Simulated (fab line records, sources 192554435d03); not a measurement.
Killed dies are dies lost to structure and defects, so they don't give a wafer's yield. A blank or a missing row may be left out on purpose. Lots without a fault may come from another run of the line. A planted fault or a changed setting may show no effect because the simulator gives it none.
Chamber matching | flow n5_finfet | N5_BEOL_M3_STRIP_19 on rie_diel-02: 4 sister chambers
The step strips in O2. 22 wafers are shown with their chamber, then 11 later ones without.

WAFERS WITH THEIR CHAMBER
wafer  | chamber | drypump_motor_current_A (A) | showerhead_plenum_p_Torr (Torr) | oes_product_au (a.u.)
L076.1 | 3       | 5.9                         | 2.16                            | 0.91
L076.3 | 0       | 6.5                         | 1.97                            | 0.72
L076.6 | 1       | 5.9                         | 2.09                            | 0.75
L074.1 | 0       | 6.5                         | 1.97                            | 0.70
L074.5 | 2       | 5.2                         | 2.14                            | 0.91
L074.6 | 0       | 6.5                         | 1.97                            | 0.70
L079.3 | 0       | 6.5                         | 1.97                            | 0.71
L079.4 | 0       | 6.5                         | 1.97                            | 0.70
L079.6 | 2       | 5.2                         | 2.14                            | 0.92
L081.2 | 2       | 5.2                         | 2.14                            | 0.92
L081.3 | 0       | 6.6                         | 1.97                            | 0.70
L081.5 | 0       | 6.5                         | 1.97                            | 0.69
L082.1 | 1       | 5.9                         | 2.09                            | 0.75
L082.2 | 3       | 5.9                         | 2.15                            | 0.89
L082.4 | 0       | 6.5                         | 1.97                            | 0.70
L083.1 | 2       | 5.2                         | 2.14                            | 0.91
L083.2 | 3       | 5.9                         | 2.15                            | 0.88
L083.4 | 0       | 6.5                         | 1.97                            | 0.70
L084.1 | 1       | 5.9                         | 2.09                            | 0.74
L084.2 | 2       | 5.2                         | 2.14                            | 0.91
L084.6 | 0       | 6.5                         | 1.97                            | 0.69
L090.1 | 0       | 6.5                         | 1.96                            | 0.68

SIGNATURES (means of the wafers above)
reading                  | chamber 0 | chamber 1 | chamber 2 | chamber 3 | scatter within a chamber
drypump_motor_current_A  | 6.509     | 5.900     | 5.200     | 5.900     | 0.0225
showerhead_plenum_p_Torr | 1.9691    | 2.0900    | 2.1400    | 2.1533    | 0.00296
oes_product_au           | 0.6991    | 0.7467    | 0.9140    | 0.8933    | 0.00984
Rule: a wafer's distance from a chamber is the root of the sum, over the readings, of the square of ((its reading less the chamber's mean) divided by the reading's scatter). The wafer belongs to the nearest chamber; if the next one is less than 2 further off, it can't be placed. The scatter: the root of (the sum of the squares of (reading less its chamber's mean) over the shown wafers, divided by (wafers less chambers)).

WAFERS WITHOUT THEIR CHAMBER
wafer  | drypump_motor_current_A (A) | showerhead_plenum_p_Torr (Torr) | oes_product_au (a.u.)
L090.4 | 5.9                         | 2.09                            | 0.73
L090.5 | 5.9                         | 2.15                            | 0.87
L089.2 | 5.9                         | 2.09                            | 0.73
L089.3 | 5.2                         | 2.13                            | 0.87
L089.4 | 6.5                         | 1.96                            | 0.69
L087.1 | 5.3                         | 2.13                            | 0.87
L087.3 | 6.5                         | 1.96                            | 0.68
L087.6 | 5.2                         | 2.13                            | 0.87
L095.2 | 5.9                         | 2.08                            | 0.72
L095.3 | 5.9                         | 2.14                            | 0.85
L095.4 | 5.3                         | 2.13                            | 0.87

WHICH CHAMBER EACH WENT THROUGH
wafer  | from the rows above | in truth
L090.4 | 1                   | 1
L090.5 | 3                   | 3
L089.2 | 1                   | 1
L089.3 | 2                   | 2
L089.4 | 0                   | 0
L087.1 | 2                   | 2
L087.3 | 0                   | 0
L087.6 | 2                   | 2
L095.2 | 1                   | 1
L095.3 | 3                   | 3
L095.4 | 2                   | 2
Placed correctly: 11 of 11. Can't be placed from these rows: 0. Placed wrongly: 0.
